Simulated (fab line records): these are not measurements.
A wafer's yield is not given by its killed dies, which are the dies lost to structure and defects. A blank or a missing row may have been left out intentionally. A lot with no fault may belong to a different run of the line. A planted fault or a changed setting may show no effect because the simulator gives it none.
Lot-split experiment | flow n5-finfet | route with 1938 steps; 7 lots, 21 wafers read

## ON THE SPLIT
At N5_BEOL_M3_ILD_DEP_00 (deposits SiOC from DEMS/O2, target thk 79 nm, time 15.3 s), the setting time-s was moved away from the recipe's 15.3 s on 7 of the 21 wafers read, by -9.2% to +15.0%. The other wafers ran this setting at the recipe's value.

The file shows no step between the split and the reading.

## THE READING
M3_ILD_THK (nm), taken at N5_BEOL_M3_THK_MEAS_01. Typical for fault-free wafers on this fab line: 79.2 nm, with standard deviation 1.3 nm.

wafer  | tool, chamber at the split | time-s as run, s | against the recipe | M3_ILD_THK, nm | against lot-mates on the recipe
L080.2 | pecvd-02, 0                | 15.3             | recipe             | 77.4           | -
L080.3 | pecvd-02, 2                | 15.3             | recipe             | 77.8           | -
L080.5 | pecvd-02, 1                | 15.95            | +4.2%              | 82.4           | +4.8
L083.1 | pecvd-01, 0                | 15.3             | recipe             | 79.6           | -
L083.3 | pecvd-01, 1                | 15.3             | recipe             | 76.9           | -
L083.5 | pecvd-01, 0                | 14.15            | -7.5%              | 74.3           | -4.0
L082.1 | pecvd-01, 1                | 15.3             | recipe             | 77.2           | -
L082.4 | pecvd-01, 2                | 17.05            | +11.4%             | 88.3           | +11.1
L082.6 | pecvd-01, 0                | 17.05            | +11.4%             | 90.1           | +12.9
L090.4 | pecvd-02, 0,1              | 15.3             | recipe             | 79.5           | -
L090.5 | pecvd-02, 2                | 17.59            | +15.0%             | 92.5           | +13.0
L090.6 | pecvd-02, 0,1              | 15.3             | recipe             | 79.6           | -
L091.2 | pecvd-01, 2                | 15.3             | recipe             | 79.8           | -
L091.3 | pecvd-01, 0                | 13.89            | -9.2%              | 72.8           | -8.1
L091.6 | pecvd-01, 0                | 15.3             | recipe             | 82.1           | -
L092.1 | pecvd-01, 2                | 17.39            | +13.7%             | 89.2           | +9.5
L092.3 | pecvd-01, 1                | 15.3             | recipe             | 78.1           | -
L092.6 | pecvd-01, 0                | 15.3             | recipe             | 81.4           | -
L096.1 | pecvd-02, 2                | 15.3             | recipe             | 78.7           | -
L096.5 | pecvd-02, 1                | 15.3             | recipe             | 79.4           | -
L096.6 | pecvd-02, 0                | 15.3             | recipe             | 78.3           | -
Rows listing several chambers each stand for several wafers; the file does not say which wafer went through which chamber.

THE FIT
A straight line over all 21 wafers: M3_ILD_THK changes by +0.809 nm for each +1% of time-s; r = +0.96; the points scatter about the line by 1.4 nm.
The same after taking each lot's own level away (the mean of its wafers on the recipe; 21 wafers): +0.856 nm for each +1%; r = +0.97; scatter 1.4 nm.
On that fit, the largest move of time-s shifts the reading by 13 nm.
Measured against the standard deviation above, the lots' own levels, which go from 77.20 to 80.95 nm, span 2.9 times it.
The two slopes are in agreement: the lot-to-lot level therefore moves the slope only a little.
Check: for one of the wafers moved furthest among these (+15.0%), held out of the fit, the line's prediction against its lot-mates is +13.1 nm. It came out at +13 nm against them.

## THE OTHER SPLITS THESE WAFERS WENT THROUGH
Before the reading, these wafers also passed through other splits. Each is held against what the fit with the lots' levels taken away leaves over:
other split on the same wafers | wafers away from the commonest value | r with M3_ILD_THK (lot level and that fit taken away)
N5_BEOL_M2_EXPOSE_25 dose-mj   | 4                                    | -0.28

## THE WHOLE CHAIN: every reading that the file lists as answering this split, in the file's order
step                   | what it does                                              | reading                                                                            | change (the file's fit)               | r (the file's)
N5_BEOL_M3_ILD_DEP_00  | deposits SiOC from DEMS/O2, target thk 79 nm, time 15.3 s | SiOC_of_BEOL_M3_ILD_DEP_00.thk-nm (the simulator's own value, which no gauge read) | +0.831 nm for each +1% of the setting | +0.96
N5_BEOL_M3_THK_MEAS_01 |                                                           | M3_ILD_THK                                                                         | +0.835 for each +1% of the setting    | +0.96

## THE FILE'S OWN FIT
M3_ILD_THK changes by +0.835 nm for each +1% of time-s, r = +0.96.
